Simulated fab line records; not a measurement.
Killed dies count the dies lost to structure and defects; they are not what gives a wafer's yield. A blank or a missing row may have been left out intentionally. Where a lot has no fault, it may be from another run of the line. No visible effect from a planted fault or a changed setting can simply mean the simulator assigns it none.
What tool caused it? -- flow n5_finfet -- 27 wafers from 9 lots sampled at 5 of the route's 1938 steps

WHAT THE GAUGES READ, wafer by wafer
N5_BEOL_M0_SAQP_CD_MEAS_25: target cd 13.1 nm. Usual: cd_nm reads 12.77 nm (standard deviation 0.21).
lot,measured,on,cd_nm (nm),flag
L708,day 5 15:21,cd_sem-03,13.11 12.62 12.31,
L709,day 5 19:41,cd_sem-03,13.14 12.74 13.05,
L713,day 6 19:31,cd_sem-01,13.11 12.67 13.16,
L715,day 7 12:57,cd_sem-01,12.75 12.98 12.75,
L723,day 9 11:01,cd_sem-01,12.95 12.82 12.86,
L724,day 9 16:20,cd_sem-01,12.99 12.55 13.29,
L725,day 9 21:11,cd_sem-02,12.73 12.80 12.55,
L730,day 10 22:58,cd_sem-03,12.62 13.04 12.78,
L731,day 11 08:27,cd_sem-02,12.72 12.61 12.58,

N5_BEOL_M4_RC_MEAS_101. Usual: DIBL_N 36.4 mV/V, standard deviation 1.5; DIBL_P 35.8 mV/V, standard deviation 1.7; IOFF_N 0.154 nA/um, standard deviation 0.022; IOFF_P 0.21 nA/um, standard deviation 0.031; ION_N 672 uA/um, standard deviation 8.8; ION_P 462 uA/um, standard deviation 7.2; SS_N 71.5 mV/dec, standard deviation 0.53; SS_P 73.2 mV/dec, standard deviation 0.62; VT_N 250.4 mV, standard deviation 2.5; VT_P -250 mV, standard deviation 3.5.
lot,measured,on,DIBL_N (mV/V),DIBL_P (mV/V),IOFF_N (nA/um),IOFF_P (nA/um),ION_N (uA/um),ION_P (uA/um),SS_N (mV/dec),SS_P (mV/dec),VT_N (mV),VT_P (mV),flag
L708,day 7 23:47,prober-02,34.1 34.6 33.9,33.9 33.9 33.5,0.133 0.134 0.132,0.19 0.19 0.19,656 662 662,460 461 458,71.0 71.0 71.2,72.6 72.5 71.9,250.9 250.6 251.0,-253 -251 -251,
L709,day 8 03:09,prober-01,37.2 38.6 37.5,36.9 38.1 36.5,0.157 0.177 0.162,0.24 0.26 0.23,676 668 657,464 462 459,71.4 71.9 71.5,73.3 73.2 73.3,248.2 253.6 249.9,-248 -247 -248,
L713,day 9 13:22,prober-02,33.9 34.0 33.9,33.6 33.7 33.1,0.131 0.127 0.124,0.21 0.20 0.20,672 672 668,476 470 465,71.3 71.7 71.7,72.9 72.5 72.6,252.0 253.0 250.6,-247 -248 -248,
L715,day 10 07:44,prober-02,36.9 35.0 33.3,35.8 32.7 30.2,0.173 0.126 0.109,0.23 0.18 0.15,685 672 667,470 463 459,71.2 71.3 70.4,73.4 73.2 71.5,246.9 252.6 251.0,-246 -253 -253,
L723,day 12 19:08,prober-01,35.9 34.9 35.6,36.6 36.3 36.3,0.159 0.158 0.160,0.20 0.21 0.20,665 678 676,456 465 460,72.0 70.8 71.3,73.6 73.4 73.5,249.8 247.3 253.7,-255 -250 -251,
L730,day 13 12:50,prober-01,35.1 36.8 36.6,33.8 36.1 35.9,0.138 0.174 0.166,0.20 0.25 0.23,674 677 688,470 461 474,71.1 72.0 71.8,72.7 73.0 73.3,249.0 248.0 248.0,-247 -247 -248,
L731,day 14 10:36,prober-02,36.9 37.7 37.4,35.3 36.1 35.3,0.148 0.170 0.148,0.20 0.21 0.19,680 679 672,458 459 461,70.7 72.0 71.9,72.9 73.4 72.2,251.6 249.5 249.1,-250 -251 -251,

WHAT TOOL EACH LOT RAN ON (gives the tool, then ch and the chambers of the sampled wafers, and finally the start)
lot,N5_BEOL_M0_SAQP_MANDREL_ETCH_20,N5_BEOL_M0_SAQP_STRIP_108,N5_BEOL_M0_SAQP_SPACER2_ETCHBACK_27
L708,"rie_si-02 ch 0,2,3, day 5 13:52","rie_diel-05 ch 0,2,3, day 5 16:10","rie_diel-04 ch 1,3, day 5 17:14"
L709,"rie_si-03 ch 1,2,3, day 5 18:23","rie_diel-04 ch 0,1,3, day 5 20:29","rie_diel-05 ch 0,1,2, day 5 21:19"
L713,"rie_si-01 ch 0,1,2, day 6 17:53","rie_diel-03 ch 0,3, day 6 20:19","rie_diel-05 ch 1,3, day 6 21:05"
L715,"rie_si-02 ch 0,2,3, day 7 11:39","rie_diel-05 ch 0,2,3, day 7 13:46","rie_diel-03 ch 1,2,3, day 7 14:31"
L723,"rie_si-03 ch 0,1, day 9 08:47","rie_diel-04 ch 0,2,3, day 9 11:53","rie_diel-05 ch 1,2,3, day 9 12:41"
L724,"rie_si-03 ch 0,3, day 9 13:38","rie_diel-04 ch 2,3, day 9 17:10","rie_diel-05 ch 0,1,3, day 9 20:03"
L725,"rie_si-02 ch 0,1,2, day 9 19:09","rie_diel-04 ch 1,2,3, day 9 21:59","rie_diel-05 ch 0,2,3, day 9 22:47"
L730,"rie_si-01 ch 0,1,2, day 10 21:38","rie_diel-05 ch 0,2,3, day 10 23:46","rie_diel-05 ch 0,1,3, day 11 00:32"
L731,"rie_si-03 ch 0,1,2, day 11 06:38","rie_diel-04 ch 2,3, day 11 09:31","rie_diel-05 ch 0,1,2, day 11 10:19"
- N5_BEOL_M0_SAQP_MANDREL_ETCH_20: etches a-Si in HBr/Cl2, stops on SiNx, target depth 60 nm, bt time 10 s, time 30 s.
- N5_BEOL_M0_SAQP_STRIP_108: strips in N2/H2.
- N5_BEOL_M0_SAQP_SPACER2_ETCHBACK_27: etches SiO2 in CHF3/O2, target depth 22.5 nm, time 11.25 s.

WHAT THE TOOLS THEMSELVES READ (means of the sampled wafers that have a number; where no wafer has one, the mark that the record gives instead)
N5_BEOL_M0_SAQP_MANDREL_ETCH_20. Usual: bias_w 75.02 W, standard deviation 0.24; drypump_motor_current_A 5.79 A, standard deviation 0.26; oes_product_au 0.779 a.u., standard deviation 0.015; rf_fwd_power_W 796.1 W, standard deviation 2.8; throttle_valve_pct 35.6 %, standard deviation 0.31.
lot,tool,bias_w (W),drypump_motor_current_A (A),oes_product_au (a.u.),rf_fwd_power_W (W),throttle_valve_pct (%),flag
L708,rie_si-02,74.89,5.99,0.757,793.4,35.7,
L709,rie_si-03,75.23,5.84,0.791,795.4,35.3,
L713,rie_si-01,74.87,5.52,0.788,793.2,35.6,
L715,rie_si-02,75.10,5.99,0.766,794.3,35.7,
L723,rie_si-03,74.82,5.46,0.775,795.0,35.4,
L724,rie_si-03,75.04,5.65,0.771,795.9,35.5,
L725,rie_si-02,74.86,5.85,0.768,794.0,35.7,
L730,rie_si-01,75.14,5.57,0.779,796.0,35.6,
L731,rie_si-03,75.29,5.61,0.774,798.3,35.3,

N5_BEOL_M0_SAQP_STRIP_108. Usual: bias_power_w 28.00 W, standard deviation 0.088; drypump_motor_current_A 5.5 A, standard deviation 0.42; oes_product_au 0.79 a.u., standard deviation 0.082; rf_fwd_power_W 491.7 W, standard deviation 2.6; rf_vpp_V 122.0 V, standard deviation 0.91; showerhead_plenum_p_Torr 3.38 Torr, standard deviation 0.097; throttle_valve_pct 19.0 %, standard deviation 0.39.
lot,tool,bias_power_w (W),drypump_motor_current_A (A),oes_product_au (a.u.),rf_fwd_power_W (W),rf_vpp_V (V),showerhead_plenum_p_Torr (Torr),throttle_valve_pct (%),flag
L708,rie_diel-05,27.93,5.6,0.75,491.3,121.2,3.40,19.0,
L709,rie_diel-04,28.00,5.3,0.80,491.6,122.3,3.47,19.4,
L713,rie_diel-03,27.98,6.0,0.81,492.1,121.4,3.30,18.6,
L715,rie_diel-05,28.00,5.6,0.75,491.1,122.9,3.40,19.1,
L723,rie_diel-04,28.05,5.4,0.79,490.5,121.6,3.37,19.2,
L724,rie_diel-04,27.93,5.3,0.86,494.3,121.9,3.35,18.9,
L725,rie_diel-04,28.07,5.2,0.83,494.0,122.5,3.44,19.1,
L730,rie_diel-05,27.94,5.6,0.73,491.3,122.7,3.38,19.1,
L731,rie_diel-04,27.98,5.3,0.83,493.4,121.1,3.34,18.9,

N5_BEOL_M0_SAQP_SPACER2_ETCHBACK_27. Usual: CHF3_flow_sccm 50.02 sccm, standard deviation 0.15; O2_flow_sccm 5.001 sccm, standard deviation 0.012; bias_w 170.0 W, standard deviation 0.54; drypump_motor_current_A 5.5 A, standard deviation 0.44; oes_product_au 0.79 a.u., standard deviation 0.084; rf_fwd_power_W 645.8 W, standard deviation 2.2; rf_vpp_V 525 V, standard deviation 5.8; showerhead_plenum_p_Torr 2.41 Torr, standard deviation 0.068; throttle_valve_pct 18.87 %, standard deviation 0.13.
lot,tool,CHF3_flow_sccm (sccm),O2_flow_sccm (sccm),bias_w (W),drypump_motor_current_A (A),oes_product_au (a.u.),rf_fwd_power_W (W),rf_vpp_V (V),showerhead_plenum_p_Torr (Torr),throttle_valve_pct (%),flag
L708,rie_diel-04,50.11,4.998,169.5,5.0,0.85,648.4,523,2.55,18.97,
L709,rie_diel-05,50.04,4.999,170.0,5.6,0.75,644.5,526,2.41,18.84,
L713,rie_diel-05,50.08,5.012,170.7,5.8,0.74,647.3,518,2.35,18.81,
L715,rie_diel-03,50.01,5.005,169.9,5.6,0.84,647.6,527,2.40,18.88,
L723,rie_diel-05,49.97,4.998,169.7,5.9,0.75,643.5,524,2.38,18.85,
L724,rie_diel-05,-,-,-,-,-,-,-,-,-,OFF
L725,rie_diel-05,-,-,-,-,-,-,-,-,-,OFF
L730,rie_diel-05,50.12,5.006,169.9,5.5,0.71,646.3,521,2.39,18.93,
L731,rie_diel-05,49.85,5.002,170.2,5.5,0.72,643.2,525,2.40,18.90,

THE ANSWER, worked out from the rows above alone
Rule: a lot is off if the mean of its wafers that have a number lies more than 3 standard deviations from the usual mean. Also off: a lot with no number at a reading for which 4 or more lots have one. All remaining lots with rows at the step are treated as sound. Order of review: gauges by route order, followed by the tools' own readings, for which a lot's mean as printed above is used. The first step at which some lot is off is used, and at that step the reading that is off furthest; a lot without a number counts as furthest.
Off: L724, L725, at N5_BEOL_M0_SAQP_SPACER2_ETCHBACK_27 (CHF3_flow_sccm). Without a number there: L724, L725.
If a tool, at that step or one of the process steps before it, ran each lot that is off and ran no sound lot following the first of them, it fits. Not one of the candidates tried fits.

WHAT THE SIMULATOR HAD PUT IN
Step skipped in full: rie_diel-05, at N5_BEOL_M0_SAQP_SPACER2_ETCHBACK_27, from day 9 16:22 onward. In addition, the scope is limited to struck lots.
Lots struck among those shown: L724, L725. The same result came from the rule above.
